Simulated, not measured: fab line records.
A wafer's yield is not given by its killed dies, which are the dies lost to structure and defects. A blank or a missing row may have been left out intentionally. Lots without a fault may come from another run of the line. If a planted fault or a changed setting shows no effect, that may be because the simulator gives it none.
One fault through the eyes of 2 desks / flow n5-finfet / numbers are kept per desk, each desk with only its own; the story behind them comes last

## TOOL OWNER'S DESK, litho-track-05
The tool's own readings at N5_BEOL_M1_COAT_61 (time 60 s, resist thk 60 nm): means of the sampled wafers that have a number, for each lot that ran on this tool. A lot is out of limits, marked OUT, if its mean lies more than 4 standard deviations from the usual mean; the brackets give that distance.
Columns: A = spin-speed-rpm at N5_BEOL_M1_COAT_61, usual 1500.2 rpm
lot=L660; first seen here=day 6 00:11; A=1501.0
lot=L663; first seen here=day 6 17:28; A=1499.6
lot=L665; first seen here=day 7 06:58; A=1500.8
lot=L669; first seen here=day 8 09:27; A=1500.9
lot=L672; first seen here=day 9 02:26; A=1022.5 (-99 or more) OUT
lot=L674; first seen here=day 9 13:59; A=1020.5 (-99 or more) OUT
This desk finds L672, L674 out of limits, L672 being first, at day 9 02:26 (spin-speed-rpm at N5_BEOL_M1_COAT_61). In limits: L660, L663, L665, L669.

## METROLOGY DESK
Lot by lot, what the gauges showed, no matter which tool ran the lot: averages of those sampled wafers that carry a number. A lot is out of limits, marked OUT, if its mean lies more than 4 standard deviations from the usual mean; the brackets give that distance. Readings shown: 7 of its 10, picked as those furthest out on some lot.
Columns: A = DIBL_N at N5_BEOL_M4_RC_MEAS_101, usual 36.0 mV/V; B = DIBL_P at N5_BEOL_M4_RC_MEAS_101, usual 36.7 mV/V; C = IOFF_P at N5_BEOL_M4_RC_MEAS_101, usual 0.21 nA/um; D = SS_N at N5_BEOL_M4_RC_MEAS_101, usual 71.5 mV/dec; E = SS_P at N5_BEOL_M4_RC_MEAS_101, usual 73.4 mV/dec; F = VT_N at N5_BEOL_M4_RC_MEAS_101, usual 250 mV; G = VT_P at N5_BEOL_M4_RC_MEAS_101, usual -251 mV
lot=L660; first seen here=day 7 17:22; A=32.3; B=33.6; C=0.18; D=71.0; E=72.5; F=253; G=-253
lot=L663; first seen here=day 8 17:45; A=38.5; B=38.9; C=0.27; D=71.8; E=73.7; F=245; G=-246
lot=L665; first seen here=day 9 00:22; A=36.9; B=37.8; C=0.23; D=71.1; E=72.7; F=250; G=-248
lot=L669; first seen here=day 10 02:14; A=35.9; B=38.1; C=0.22; D=71.0; E=73.6; F=247; G=-251
lot=L672; first seen here=day 10 21:15; A=34.6; B=31.5; C=0.19; D=70.6; E=72.5; F=254; G=-249
lot=L673; first seen here=day 10 23:24; A=36.1; B=35.4; C=0.19; D=72.0; E=73.4; F=253; G=-251
lot=L674; first seen here=day 11 03:30; A=37.3; B=35.9; C=0.23; D=71.8; E=73.6; F=251; G=-249
lot=L681; first seen here=day 13 17:27; A=36.7; B=37.9; C=0.24; D=71.6; E=73.5; F=247; G=-247
lot=L682; first seen here=day 14 07:53; A=35.8; B=38.0; C=0.22; D=71.2; E=73.5; F=247; G=-250
lot=L683; first seen here=day 14 13:20; A=36.0; B=37.0; C=0.17; D=71.3; E=73.2; F=252; G=-256
This desk found nothing out of limits on any of the 10 lots.

## PUT TOGETHER
At day 9 02:26, on L672, L674, the tool owner's desk was in a position to raise an alarm.
Metrology desk: nothing out of limits seen.
The metrology desk has L672, L674 on record, within its limits.
N5_BEOL_M1_COAT_61 was run on litho-track-05 by each of the lots named.

## WHAT HAD BEEN PUT IN BY THE SIMULATOR
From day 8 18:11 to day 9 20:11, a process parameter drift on litho-track-05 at N5_BEOL_M1_COAT_61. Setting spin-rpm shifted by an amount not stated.
Struck lots among those shown: L672, L674.
Delay in hours, fault start to first out-of-limits reading, by desk: the tool owner's desk at 8.
